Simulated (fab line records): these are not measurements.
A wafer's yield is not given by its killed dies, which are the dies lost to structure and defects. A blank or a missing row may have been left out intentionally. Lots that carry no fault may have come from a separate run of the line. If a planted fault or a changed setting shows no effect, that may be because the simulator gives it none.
Matching of chambers -- flow nand_harc -- pecvd-04 running NHARC_A_CONTACT_DEP_24: 3 sister chambers
The step deposits SiO2, target thk 500 nm. 3 wafers are shown with their chamber, then 8 later ones without.

WAFERS WITH THEIR CHAMBER
wafer,chamber,heater_power_w (W)
L086.6,2,353
L087.6,0,699
L089.1,1,706

WAFERS WITHOUT THEIR CHAMBER
wafer,heater_power_w (W)
L089.4,662
L089.5,345
L094.2,621
L094.3,380
L094.5,730
L092.3,688
L092.5,641
L092.6,726

CHAMBER TAKEN BY EACH
wafer,from the rows above,in truth
L089.4,can't be placed: 0 or 1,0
L089.5,2,2
L094.2,can't be placed: 0 or 1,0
L094.3,2,2
L094.5,can't be placed: 1 or 0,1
L092.3,can't be placed: 0 or 1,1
L092.5,can't be placed: 0 or 1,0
L092.6,can't be placed: 1 or 0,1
Placed correctly: 2 of 8. These rows do not allow placing 6 (true chamber among the candidates in 6). Wrongly placed: 0.
How it was worked out, from the rows above alone: a wafer's distance from a chamber is the root of the sum, over the readings, of the square of ((its reading less the chamber's mean) divided by the reading's scatter). The wafer belongs to the nearest chamber; if the next one is less than 2 further off, it can't be placed. For every chamber, the mean is computed from those of its wafers that are shown. The scatter: root of mean squared gap, hidden wafer to nearest shown wafer, with one shown wafer a chamber.
